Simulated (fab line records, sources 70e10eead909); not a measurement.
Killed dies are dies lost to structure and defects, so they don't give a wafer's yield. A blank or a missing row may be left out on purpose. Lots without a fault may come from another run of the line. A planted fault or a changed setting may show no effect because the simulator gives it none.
Which tool did it? | flow nand_harc | 13 lots, 39 wafers sampled, at 5 steps of a route of 1159

WHAT THE GAUGES READ, wafer by wafer
NHARC_END_SORT_01. Usual: killed_at_array 29, standard deviation 12; killed_at_other 0.7, standard deviation 1; killed_at_periphery 4, standard deviation 3.2; killed_dies 34, standard deviation 12; killed_open 3.4, standard deviation 2; killed_short 1.8, standard deviation 1.3.
lot  | measured     | on        | killed_at_array | killed_at_other | killed_at_periphery | killed_dies | killed_open | killed_short | flag
L227 | day 22 03:26 | prober-01 | 22 31 675       | 1 1 0           | 2 2 2               | 25 34 677   | 5 4 2       | 0 2 3        | OFF
L226 | day 23 02:55 | prober-02 | 38 673 44       | 0 1 0           | 3 3 1               | 41 677 45   | 2 3 3       | 3 1 4        | OFF

WHICH TOOL RAN EACH LOT (tool, then ch and the chambers of the sampled wafers, then the start)
lot  | NHARC_A_WL_FILL_ETCHBACK_04       | NHARC_A_WL_FILL_ETCHBACK_05       | NHARC_A_WL_FILL_ALD_19              | NHARC_A_CONTACT_DEP_24
L214 | rie_metal-02 ch 0,1, day 15 17:59 | rie_metal-02 ch 0,1, day 15 18:13 | ald_metal-04 ch 2,3, day 16 10:05   | pecvd-01 ch 0,1,2, day 16 17:12
L215 | rie_metal-03 ch 0,1, day 15 22:01 | rie_metal-03 ch 0,1, day 15 22:16 | ald_metal-04 ch 2,3, day 16 14:13   | pecvd-01 ch 0,2, day 16 22:04
L216 | rie_metal-02 ch 0,1, day 15 22:17 | rie_metal-02 ch 0,1, day 15 22:32 | ald_metal-02 ch 0,2,3, day 16 14:11 | pecvd-03 ch 0,2, day 16 21:55
L217 | rie_metal-01 ch 0,1, day 16 03:41 | rie_metal-01 ch 0,1, day 16 03:56 | ald_metal-04 ch 0,2,3, day 16 19:52 | pecvd-04 ch 0,1,2, day 17 07:07
L219 | rie_metal-01 ch 0,1, day 16 11:34 | rie_metal-01 ch 0,1, day 16 11:48 | ald_metal-04 ch 0,2, day 17 06:23   | pecvd-04 ch 0,1,2, day 17 21:01
L218 | rie_metal-02 ch 0,1, day 17 00:49 | rie_metal-02 ch 0,1, day 17 01:01 | ald_metal-02 ch 1,2, day 17 18:19   | pecvd-04 ch 1,2, day 18 03:22
L221 | rie_metal-02 ch 1, day 17 15:50   | rie_metal-02 ch 0,1, day 17 16:02 | ald_metal-02 ch 0,1, day 18 05:53   | pecvd-03 ch 0,1,2, day 18 12:23
L227 | rie_metal-01 ch 0,1, day 18 06:32 | rie_metal-01 ch 0,1, day 18 06:42 | ald_metal-04 ch 0,1,3, day 18 22:46 | pecvd-01 ch 0,1, day 19 05:02
L225 | rie_metal-03 ch 0,1, day 18 15:37 | rie_metal-03 ch 0,1, day 18 15:47 | ald_metal-03 ch 2,3, day 19 07:42   | pecvd-04 ch 0,2, day 19 13:48
L226 | rie_metal-02 ch 0,1, day 18 15:37 | rie_metal-02 ch 0,1, day 18 15:50 | ald_metal-04 ch 1,2, day 19 07:42   | pecvd-03 ch 0, day 19 13:26
L231 | rie_metal-01 ch 0,1, day 19 19:46 | rie_metal-01 ch 0,1, day 19 20:00 | ald_metal-03 ch 1,2,3, day 20 13:40 | pecvd-04 ch 0,1,2, day 21 02:52
L236 | rie_metal-03 ch 0,1, day 20 13:58 | rie_metal-03 ch 0,1, day 20 14:12 | ald_metal-03 ch 1,2,3, day 21 05:54 | pecvd-04 ch 0,1, day 21 17:55
L234 | rie_metal-03 ch 0,1, day 20 16:44 | rie_metal-03 ch 0,1, day 20 16:59 | ald_metal-02 ch 1,2, day 21 09:04   | pecvd-01 ch 0,1,2, day 21 21:07
- NHARC_A_WL_FILL_ETCHBACK_04: etches the open film in NF3, target depth 60 nm, time 120 s.
- NHARC_A_WL_FILL_ETCHBACK_05: etches the open film in Cl2/BCl3, target depth 22 nm, time 60 s.
- NHARC_A_WL_FILL_ALD_19: deposits TiN, target thk 2 nm, pulse time 3 s, ald cycles 100.
- NHARC_A_CONTACT_DEP_24: deposits SiO2, target thk 500 nm.

WHAT THE TOOLS THEMSELVES READ (means of the sampled wafers that have a number; where no wafer has one, the mark that the record gives instead)
NHARC_A_WL_FILL_ETCHBACK_04. Usual: drypump_motor_current_A 6.1 A, standard deviation 0.44; oes_product_au 1.001 a.u., standard deviation 0.007.
lot  | tool         | drypump_motor_current_A (A) | oes_product_au (a.u.) | flag
L214 | rie_metal-02 | 6.6                         | 1.000                 |
L215 | rie_metal-03 | 6.3                         | 1.002                 |
L216 | rie_metal-02 | 6.6                         | 1.011                 |
L217 | rie_metal-01 | 5.5                         | 0.996                 |
L219 | rie_metal-01 | 5.6                         | 1.005                 |
L218 | rie_metal-02 | 6.6                         | 0.996                 |
L221 | rie_metal-02 | 6.6                         | 1.003                 |
L227 | rie_metal-01 | 5.7                         | 1.001                 |
L225 | rie_metal-03 | 6.2                         | 1.000                 |
L226 | rie_metal-02 | 6.6                         | 1.001                 |
L231 | rie_metal-01 | 5.5                         | 0.999                 |
L236 | rie_metal-03 | 6.3                         | 1.006                 |
L234 | rie_metal-03 | 6.2                         | 1.010                 |

NHARC_A_WL_FILL_ETCHBACK_05. Usual: drypump_motor_current_A 6.1 A, standard deviation 0.44; oes_product_au 1.003 a.u., standard deviation 0.0073; temp_c 40.01 C, standard deviation 0.11.
lot  | tool         | drypump_motor_current_A (A) | oes_product_au (a.u.) | temp_c (C) | flag
L214 | rie_metal-02 | 6.6                         | 0.997                 | 40.11      |
L215 | rie_metal-03 | 6.3                         | 0.999                 | 39.96      |
L216 | rie_metal-02 | 6.6                         | 1.008                 | 40.05      |
L217 | rie_metal-01 | 5.6                         | 1.004                 | 39.91      |
L219 | rie_metal-01 | 5.6                         | 1.008                 | 39.99      |
L218 | rie_metal-02 | 6.6                         | 0.992                 | 40.04      |
L221 | rie_metal-02 | 6.6                         | 1.000                 | 39.94      |
L227 | rie_metal-01 | 5.5                         | 0.998                 | 40.04      |
L225 | rie_metal-03 | 6.3                         | 1.000                 | 40.08      |
L226 | rie_metal-02 | 6.6                         | 1.012                 | 40.16      |
L231 | rie_metal-01 | 5.6                         | 1.004                 | 40.05      |
L236 | rie_metal-03 | 6.2                         | 1.012                 | 40.02      |
L234 | rie_metal-03 | 6.3                         | 1.003                 | 39.94      |

NHARC_A_WL_FILL_ALD_19. Usual: heater_power_w 1132 W, standard deviation 81; precursor_pulse_height_rel 1.000, standard deviation 0.018.
lot  | tool         | heater_power_w (W) | precursor_pulse_height_rel | flag
L214 | ald_metal-04 | 1098               | 1.004                      |
L215 | ald_metal-04 | 1105               | 1.007                      |
L216 | ald_metal-02 | 1107               | 1.012                      |
L217 | ald_metal-04 | 1174               | 0.989                      |
L219 | ald_metal-04 | 1225               | 0.997                      |
L218 | ald_metal-02 | 1107               | 1.002                      |
L221 | ald_metal-02 | 1042               | 0.995                      |
L227 | ald_metal-04 | 1137               | 1.001                      |
L225 | ald_metal-03 | 1131               | 1.013                      |
L226 | ald_metal-04 | 1143               | 0.979                      |
L231 | ald_metal-03 | 1100               | 1.000                      |
L236 | ald_metal-03 | 1117               | 0.997                      |
L234 | ald_metal-02 | 1190               | 1.007                      |

NHARC_A_CONTACT_DEP_24. Usual: heater_power_w 529 W, standard deviation 76; throttle_valve_pct 15.9 %, standard deviation 0.65.
lot  | tool     | heater_power_w (W) | throttle_valve_pct (%) | flag
L214 | pecvd-01 | 472                | 16.1                   |
L215 | pecvd-01 | 504                | 15.4                   |
L216 | pecvd-03 | 509                | 16.0                   |
L217 | pecvd-04 | 544                | 15.7                   |
L219 | pecvd-04 | 566                | 15.6                   |
L218 | pecvd-04 | 600                | 15.9                   |
L221 | pecvd-03 | 563                | 15.7                   |
L227 | pecvd-01 | 530                | 15.7                   |
L225 | pecvd-04 | 504                | 15.6                   |
L226 | pecvd-03 | 580                | 15.9                   |
L231 | pecvd-04 | 574                | 15.8                   |
L236 | pecvd-04 | 579                | 15.9                   |
L234 | pecvd-01 | 468                | 16.3                   |

THE ANSWER, worked out from the rows above alone
Rule: a lot is off if the mean of its wafers that have a number lies more than 3 standard deviations from the usual mean. A lot without any number at a reading at which 4 lots or more have one is off too. The other lots that the step has rows for count as sound. The gauges are gone through in route order, then the tools' own readings, and for those a lot's mean is taken as printed above. The first step at which some lot is off is used, and at that step the reading that is off furthest; a lot without a number counts as furthest.
Off: L227, L226, at NHARC_END_SORT_01 (killed_at_array). Neither off nor sound, because the step has no rows for them: L214, L215, L216, L217, L219, L218, L221, L225, L231, L236, L234.
A tool fits if, at a process step before that reading, it ran every lot that is off, and no sound lot after the first of them. The gauges at NHARC_END_SORT_01 are tried like those tools. One fits: ald_metal-04 at NHARC_A_WL_FILL_ALD_19. It ran no sound lot before its first lot that is off in this sample, so the start can't be narrowed down.

WHAT THE SIMULATOR HAD PUT IN
Process parameter drift: ald_metal-04, from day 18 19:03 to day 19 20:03, at NHARC_A_WL_FILL_ALD_19. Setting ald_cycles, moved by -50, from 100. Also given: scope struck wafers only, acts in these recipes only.
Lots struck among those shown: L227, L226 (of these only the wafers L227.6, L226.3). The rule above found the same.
